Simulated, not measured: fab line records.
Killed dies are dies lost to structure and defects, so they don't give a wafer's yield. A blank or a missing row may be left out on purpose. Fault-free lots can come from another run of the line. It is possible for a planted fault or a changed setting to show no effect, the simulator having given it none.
Code-filled problem report in 8D (eight disciplines) form || flow nand harc || the parts of the form that need people (team, actions taken, sign-off) are left out

## 1. WHAT WENT WRONG
Mean of exposure dose mJ cm2 at NHARC_THIN_TSV_EXPOSE_30: 11.756 across 6 wafers in 2 lots; on wafers with no fault it is 11.468 (standard deviation 0.012). Measured from the usual mean, that is +24 standard deviations.
The step: exposes mask PAD.
First seen on wafer L718.2, day 21 01:17, on krf scanner-03. The record holds 36 wafers of 12 lots with a number at this step. Rule for "out", or "out of limits": more than 4 standard deviations from the usual mean. The rest of the wafers with a number are treated as sound.

## 2. WHAT THIS IS AND IS NOT
{"question": "which readings at this step", "is": "exposure dose mJ cm2", "is not": "stage vel mm s"}
{"question": "which lots", "is": "L718, L724", "is not": "L709, L710, L711, L713, L714, L715, L726, L729, L731, L732"}
{"question": "which wafers of those lots", "is": "all that have a number", "is not": "-"}
{"question": "read on which tools", "is": "krf scanner-03", "is not": "krf scanner-02, krf scanner-04"}
{"question": "when", "is": "from day 21 01:17", "is not": "up to then (18 sound wafers); but 12 sound wafers of L726, L729, L731, L732 came after"}

## 3. THE SUSPECTS, EACH WITH WHAT RULES IT OUT
Counting: any tool at a process step up to the reading is kept as a suspect provided that every lot that is out went through it and no sound lot did after the first of them.
- krf scanner-03 at NHARC_THIN_TSV_EXPOSE_30 (exposes mask PAD): kept. It ran every lot that is out, first L718 (day 21 01:17), and no sound lot after that; its last sound lot up to then is L713 (day 19 16:22). Its own exposure dose mJ cm2 readings are out on those wafers.
After counting, what remains is krf scanner-03 at NHARC_THIN_TSV_EXPOSE_30.

## 4. THE CAUSE (what the simulator had put in)
Process parameter drift: krf scanner-03, from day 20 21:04 on, at NHARC_THIN_TSV_EXPOSE_30. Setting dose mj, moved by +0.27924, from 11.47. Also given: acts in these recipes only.
This tool alone remained once counting was done.

## 5. SEQUENCE OF EFFECTS, ordered by route
Each row: a reading where the mean over the struck wafers with a number is more than 3 standard deviations away from the usual. Only readings whose record carries a usual standard deviation are examined. hours: median over the lots of the time between each lot's start at the first step of this table that gives one and its start at this step. sigmas: the change, counted in usual standard deviations.
{"hours": 0, "step": "NHARC_THIN_TSV_EXPOSE_30", "reading": "exposure dose mJ cm2", "usual": 11.468, "on struck wafers": 11.756, "change": "+0.288", "sigmas": "+24"}
Here are the process steps it includes:
- NHARC_THIN_TSV_EXPOSE_30: exposes mask PAD.
Later steps that measure or inspect, where all struck wafers having a row at the step show a number for every such reading and not one has moved that far: NHARC_THIN_TSV_INSPECT_40, NHARC_END_SORT_01.

## 6. HOW IT WOULD HAVE BEEN CAUGHT EARLIER
In this record no reading fell out of limits until day 21 01:17, 4 hours after the fault had begun at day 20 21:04.
